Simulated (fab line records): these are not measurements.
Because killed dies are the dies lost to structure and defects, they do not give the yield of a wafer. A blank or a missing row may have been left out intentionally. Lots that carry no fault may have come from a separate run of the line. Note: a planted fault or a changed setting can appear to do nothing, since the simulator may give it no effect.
Split-lot study    flow n5Finfet    39 wafers read across 7 lots, on a route 1938 steps long

THE SPLIT
At N5_DUMMY_GATE_ETCH_37 (etches SOC in N2/H2, target depth 60 nm, overetch 30 nm), the setting sourceW was moved away from the recipe's 840 W on 18 of the 39 wafers read, by -17.4% to +13.3%. The other wafers ran this setting at the recipe's value.

Reading taken at the split's own step.

THE READING
rfVppV, in V, at N5_DUMMY_GATE_ETCH_37 (etches SOC in N2/H2, target depth 60 nm, overetch 30 nm). Fault-free wafers of this fab line usually give 523.7 V, standard deviation 2.7 V.

wafer   tool, chamber at the split  sourceW as run, W  against the recipe  rfVppV, V  against lot-mates on the recipe
L074.1  rieDiel-03, 3               693.9              -17.4%              558.7      +33.9
L074.2  rieDiel-03, 2               693.9              -17.4%              560.5      +35.7
L074.3  rieDiel-03, 1               693.9              -17.4%              556.1      +31.3
L074.4  rieDiel-03, 0               840                recipe              527.0      -
L074.5  rieDiel-03, 1               840                recipe              520.6      -
L074.6  rieDiel-03, 2               840                recipe              526.7      -
L078.1  rieDiel-01, 2               951.6              +13.3%              500.3      -24.7
L078.2  rieDiel-01, 1               840                recipe              520.8      -
L078.3  rieDiel-01, 3               840                recipe              526.5      -
L078.4  rieDiel-01, 3               840                recipe              527.6      -
L078.5  rieDiel-01, 2               951.6              +13.3%              501.8      -23.2
L078.6  rieDiel-01, 1               951.6              +13.3%              498.0      -27.0
L086.1  rieDiel-02, 3               840                recipe              526.4      -
L086.2  rieDiel-02, 1               840                recipe              524.5      -
L086.3  rieDiel-02, 2               711.2              -15.3%              550.5      +26.8
L086.4  rieDiel-02, 0               711.2              -15.3%              552.3      +28.6
L086.5  rieDiel-02, 1               711.2              -15.3%              552.4      +28.7
L086.6  rieDiel-02, 2               840                recipe              520.2      -
L089.1  rieDiel-01, 2               840                recipe              523.0      -
L089.2  rieDiel-01, 3               840                recipe              525.7      -
L089.3  rieDiel-01, 0               840                recipe              525.6      -
L089.4  rieDiel-01, 1               894.9              +6.5%               508.9      -15.9
L089.5  rieDiel-01, 3               894.9              +6.5%               515.9      -8.9
L089.6  rieDiel-01, 0               894.9              +6.5%               513.6      -11.2
L090.1  rieDiel-02, 2               840                recipe              520.3      -
L090.3  rieDiel-02, 0               840                recipe              522.5      -
L090.5  rieDiel-02, 3               840                recipe              528.1      -
L093.1  rieDiel-02, 0               840                recipe              523.0      -
L093.2  rieDiel-02, 3               840                recipe              528.5      -
L093.3  rieDiel-02, 2               928.1              +10.5%              502.5      -22.7
L093.4  rieDiel-02, 1               840                recipe              524.0      -
L093.5  rieDiel-02, 3               928.1              +10.5%              512.4      -12.8
L093.6  rieDiel-02, 2               928.1              +10.5%              503.4      -21.8
L095.1  rieDiel-02, 3               697.4              -17.0%              562.4      +39.1
L095.2  rieDiel-02, 1               697.4              -17.0%              556.0      +32.7
L095.3  rieDiel-02, 0               840                recipe              522.7      -
L095.4  rieDiel-02, 2               697.4              -17.0%              552.1      +28.8
L095.5  rieDiel-02, 3               840                recipe              528.5      -
L095.6  rieDiel-02, 2               840                recipe              518.6      -

THE FIT
A straight line over all 39 wafers: rfVppV changes by -1.86 V for each +1% of sourceW; r = -0.98; the points scatter about the line by 3.1 V.
The same after taking each lot's own level away (the mean of its wafers on the recipe; 39 wafers): -1.9 V for each +1%; r = -0.99; scatter 3.1 V.
Per that fit: largest sourceW move, reading shift of 33 V.
The lots' own levels span 523.27 to 525.17 V, that is 0.7 times the standard deviation above.
Consequently the slope shifts little with the lot-to-lot level, the two slopes agreeing.
Check: +33.1 V against its lot-mates is what the line predicts for one of the wafers moved furthest among these (-17.4%) when that wafer is left out of the fit. It came out at +33.9 V against them.
Tool readings at the split's step, against how far the setting was moved: rfVppV r = -0.98.

ADDITIONAL SPLITS CARRIED BY THESE WAFERS
Other splits were also applied to these wafers ahead of the reading. Each is held against what the fit with the lots' levels taken away leaves over:
other split on the same wafers  wafers away from the commonest value  r with rfVppV (lot level and that fit taken away)
N5_FIN_SAQP_ALD_61 tempC        12                                    -0.01

THE FILE'S OWN FIT
rfVppV changes by -1.9 V for each +1% of sourceW, r = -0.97.
